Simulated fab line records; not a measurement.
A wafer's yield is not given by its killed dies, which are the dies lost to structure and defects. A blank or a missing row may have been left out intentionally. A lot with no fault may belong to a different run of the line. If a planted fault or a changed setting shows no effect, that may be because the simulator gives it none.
Which tool was responsible? | flow n5Finfet | 11 lots with 33 wafers sampled at 5 steps, on a route of 1938 steps

## WHAT THE GAUGES READ, wafer by wafer
N5_FIN_SAQP_CD_MEAS_16: the cd target is 35.6 nm.
lot  | measured    | on       | cdNm (nm)
L617 | day 2 03:44 | cdSem-03 | 35.31 35.50 35.63
L620 | day 2 21:42 | cdSem-02 | 35.44 35.38 35.26
L622 | day 3 09:23 | cdSem-02 | 35.94 35.70 36.03
L625 | day 4 03:47 | cdSem-02 | 37.15 37.57 37.45
L626 | day 4 10:08 | cdSem-02 | 36.73 36.87 36.76
L628 | day 4 21:12 | cdSem-03 | 35.75 35.41 35.67
L629 | day 5 04:34 | cdSem-01 | 35.35 35.70 36.00
L631 | day 5 15:28 | cdSem-01 | 35.91 35.35 35.26
L634 | day 6 10:52 | cdSem-01 | 35.48 35.82 35.60
L636 | day 6 22:52 | cdSem-03 | 35.71 35.56 35.19
L638 | day 7 10:17 | cdSem-01 | 35.61 36.33 36.26

## EACH LOT AND THE TOOL THAT RAN IT (in order: tool; ch and the chambers of the sampled wafers; start)
lot  | N5_PMOS_HMC_CHANNEL_EPI_ETCH_38 | N5_FIN_SAQP_PECVD_47           | N5_FIN_SAQP_HM_DEP_72          | N5_FIN_SAQP_EXPOSE_13
L617 | rieSi-04 ch 0,1, day 1 23:39    | pecvd-03 ch 1,2, day 2 03:03   | pecvd-01 ch 0,1, day 2 03:16   | arfiScanner-03 ch 0, day 2 03:36
L620 | rieSi-04 ch 1,2,3, day 2 18:03  | pecvd-03 ch 0,1, day 2 21:01   | pecvd-01 ch 0,1, day 2 21:13   | arfiScanner-03 ch 0, day 2 21:34
L622 | rieSi-02 ch 0,2,3, day 3 05:38  | pecvd-01 ch 0,2, day 3 08:44   | pecvd-03 ch 0,1, day 3 08:56   | arfiScanner-02 ch 0, day 3 09:15
L625 | rieSi-02 ch 0,1,3, day 4 00:08  | pecvd-01 ch 0,1, day 4 03:08   | pecvd-04 ch 0,1,2, day 4 03:20 | arfiScanner-01 ch 0, day 4 03:40
L626 | rieSi-03 ch 0,3, day 4 06:30    | pecvd-03 ch 0,1,2, day 4 09:37 | pecvd-04 ch 0,1,2, day 4 09:50 | arfiScanner-01 ch 0, day 4 10:01
L628 | rieSi-03 ch 0,1,2, day 4 17:28  | pecvd-04 ch 0,1, day 4 20:33   | pecvd-03 ch 1,2, day 4 20:46   | arfiScanner-03 ch 0, day 4 21:04
L629 | rieSi-03 ch 0,2,3, day 5 00:20  | pecvd-03 ch 0,1,2, day 5 04:02 | pecvd-04 ch 0,1,2, day 5 04:15 | arfiScanner-03 ch 0, day 5 04:26
L631 | rieSi-03 ch 0,1,2, day 5 11:49  | pecvd-03 ch 0,1, day 5 14:49   | pecvd-04 ch 0,1,2, day 5 15:01 | arfiScanner-03 ch 0, day 5 15:20
L634 | rieSi-02 ch 0,1,3, day 6 06:40  | pecvd-01 ch 1,2, day 6 10:11   | pecvd-03 ch 1,2, day 6 10:24   | arfiScanner-03 ch 0, day 6 10:44
L636 | rieSi-02 ch 0,2,3, day 6 18:46  | pecvd-03 ch 1,2, day 6 22:12   | pecvd-01 ch 1,2, day 6 22:25   | arfiScanner-03 ch 0, day 6 22:44
L638 | rieSi-04 ch 0,2,3, day 7 05:58  | pecvd-04 ch 0,2, day 7 09:38   | pecvd-04 ch 0,1,2, day 7 09:50 | arfiScanner-03 ch 0, day 7 10:10
- N5_PMOS_HMC_CHANNEL_EPI_ETCH_38: etches SiO2 in CF4, target depth 1.5 nm.
- N5_FIN_SAQP_PECVD_47: deposits a-Si from SiH4/He, target thk 45 nm, time 36.3 s.
- N5_FIN_SAQP_HM_DEP_72: deposits SiO2 from SiH4/N2O, target thk 12 nm, time 7.2 s.
- N5_FIN_SAQP_EXPOSE_13: exposes mask FIN CORE, target cd 35.6 nm.

## WHAT THE TOOLS THEMSELVES READ (means of the sampled wafers that have a number; where no wafer has one, the mark that the record gives instead)
N5_PMOS_HMC_CHANNEL_EPI_ETCH_38.
lot  | tool     | drypumpMotorCurrentA (A) | oesProductAu (a.u.) | throttleValvePct (%)
L617 | rieSi-04 | 5.7                      | 0.996               | 21.72
L620 | rieSi-04 | 5.8                      | 0.988               | 21.74
L622 | rieSi-02 | 5.7                      | 1.001               | 21.76
L625 | rieSi-02 | 5.9                      | 1.006               | 21.71
L626 | rieSi-03 | 5.8                      | 1.012               | 21.62
L628 | rieSi-03 | 5.6                      | 1.000               | 21.77
L629 | rieSi-03 | 5.5                      | 1.019               | 21.70
L631 | rieSi-03 | 5.5                      | 0.992               | 21.76
L634 | rieSi-02 | 5.9                      | 1.012               | 21.71
L636 | rieSi-02 | 5.7                      | 1.004               | 21.75
L638 | rieSi-04 | 5.6                      | 0.987               | 21.68

N5_FIN_SAQP_PECVD_47.
lot  | tool     | heaterPowerW (W) | showerheadPlenumPTorr (Torr) | throttleValvePct (%)
L617 | pecvd-03 | 805              | 5.73                         | 17.9
L620 | pecvd-03 | 936              | 5.77                         | 19.4
L622 | pecvd-01 | 913              | 5.67                         | 17.0
L625 | pecvd-01 | 845              | 5.70                         | 17.7
L626 | pecvd-03 | 839              | 5.75                         | 18.1
L628 | pecvd-04 | 740              | 5.61                         | 19.7
L629 | pecvd-03 | 859              | 5.74                         | 18.3
L631 | pecvd-03 | 907              | 5.79                         | 19.7
L634 | pecvd-01 | 821              | 5.72                         | 17.2
L636 | pecvd-03 | 867              | 5.73                         | 18.2
L638 | pecvd-04 | 947              | 5.65                         | 19.6

N5_FIN_SAQP_HM_DEP_72.
lot  | tool     | heaterPowerW (W) | showerheadPlenumPTorr (Torr)
L617 | pecvd-01 | 742              | 8.22
L620 | pecvd-01 | 804              | 8.13
L622 | pecvd-03 | 761              | 8.48
L625 | pecvd-04 | 823              | 8.08
L626 | pecvd-04 | 799              | 8.10
L628 | pecvd-03 | 784              | 8.33
L629 | pecvd-04 | 822              | 8.08
L631 | pecvd-04 | 737              | 8.09
L634 | pecvd-03 | 749              | 8.32
L636 | pecvd-01 | 811              | 8.28
L638 | pecvd-04 | 808              | 8.09

N5_FIN_SAQP_EXPOSE_13.
lot  | tool           | exposureDoseMJCm2 | focusOffsetNm (nm)
L617 | arfiScanner-03 | 63.24             | -0.2
L620 | arfiScanner-03 | 63.23             | -0.1
L622 | arfiScanner-02 | 63.28             | 0.4
L625 | arfiScanner-01 | 58.67             | 0.3
L626 | arfiScanner-01 | 59.67             | 0.7
L628 | arfiScanner-03 | 63.27             | -0.6
L629 | arfiScanner-03 | 63.13             | -0.5
L631 | arfiScanner-03 | 63.27             | 0.2
L634 | arfiScanner-03 | 63.18             | -0.1
L636 | arfiScanner-03 | 63.28             | 0.2
L638 | arfiScanner-03 | 63.25             | -0.2

## THE ANSWER, worked out from the rows above alone
Rule: what is usual is taken from the lots themselves. Put in order of their means at a reading, lots are off if they are a third of the lots or fewer, leave a main group of 4 or more, and stand apart from it by a gap of 3 or more times the standard deviation of the main group's means; of several such gaps the widest counts. The tables above print the reading to a certain number of digits; a main group whose means all agree to those digits is not used. Also off: a lot with no number at a reading for which 4 or more lots have one. All remaining lots with rows at the step are treated as sound. Order of review: gauges by route order, followed by the tools' own readings, for which a lot's mean as printed above is used. At the first step where some lot is off, the reading lying furthest off is the one used; lots without a number count as furthest.
Off: L625, L626 (N5_FIN_SAQP_CD_MEAS_16, cdNm). The main group: mean 35.64 nm, standard deviation 0.21.
A tool fits if, at a process step before that reading, it ran every lot that is off, and no sound lot after the first of them. Not tried: the gauges at N5_FIN_SAQP_CD_MEAS_16; whatever is off there is also off at N5_FIN_SAQP_EXPOSE_13, on other tools, and gauge error can't account for it. One fits: arfiScanner-01 at N5_FIN_SAQP_EXPOSE_13. It ran no sound lot before its first lot that is off in this sample, so the start can't be narrowed down.
The tool's own readings at N5_FIN_SAQP_EXPOSE_13 bear it out: on the lots that are off they differ by more than 5 times the standard deviation of the sound lots' means. exposureDoseMJCm2 reads 59.17 there against 63.24 on the sound lots.

## WHAT THE SIMULATOR HAD PUT IN
Drift in process parameters on arfiScanner-01 at N5_FIN_SAQP_EXPOSE_13, starting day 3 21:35. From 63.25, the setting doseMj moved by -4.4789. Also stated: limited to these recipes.
Struck lots among those shown: L625, L626. The same result came from the rule above.
